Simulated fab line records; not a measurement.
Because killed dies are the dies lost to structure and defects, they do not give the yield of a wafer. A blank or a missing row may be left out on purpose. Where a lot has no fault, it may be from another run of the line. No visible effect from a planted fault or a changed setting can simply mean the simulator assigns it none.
Chamber matching    flow n5_finfet    rie_diel-02 running N5_BEOL_M7_STRIP_19: 4 sister chambers
The step strips in O2. 8 wafers are shown with their chamber, then 8 later ones without.

EACH WAFER AND ITS CHAMBER
wafer   chamber  showerhead_plenum_p_Torr (Torr)  throttle_valve_pct (%)
L082.2  3        1.96                             16.78
L080.1  0        2.02                             16.57
L080.3  1        2.20                             16.44
L080.6  0        2.02                             16.57
L084.1  1        2.20                             16.44
L084.4  3        1.95                             16.78
L084.6  2        2.09                             16.81
L088.1  2        2.08                             16.84

WAFERS WHOSE CHAMBER IS MISSING
wafer   showerhead_plenum_p_Torr (Torr)  throttle_valve_pct (%)
L088.2  2.19                             16.47
L088.6  2.02                             16.58
L092.1  2.01                             16.60
L092.3  1.95                             16.82
L092.5  1.95                             16.81
L095.2  2.19                             16.49
L095.4  2.01                             16.63
L095.5  2.01                             16.62

THE CHAMBER EACH PASSED THROUGH
wafer   from the rows above  in truth
L088.2  1                    1
L088.6  0                    0
L092.1  0                    0
L092.3  3                    3
L092.5  3                    3
L095.2  1                    1
L095.4  0                    0
L095.5  0                    0
Correct placement for 8 of the 8. Not placeable from these rows: 0. 0 placed wrongly.
How it was worked out, from the rows above alone: a wafer's distance from a chamber is the root of the sum, over the readings, of the square of ((its reading less the chamber's mean) divided by the reading's scatter). The wafer belongs to the nearest chamber; if the next one is less than 2 further off, it can't be placed. Each chamber's mean is taken over the wafers shown for it. The scatter: the root of (the sum of the squares of (reading less its chamber's mean) over the shown wafers, divided by (wafers less chambers)).
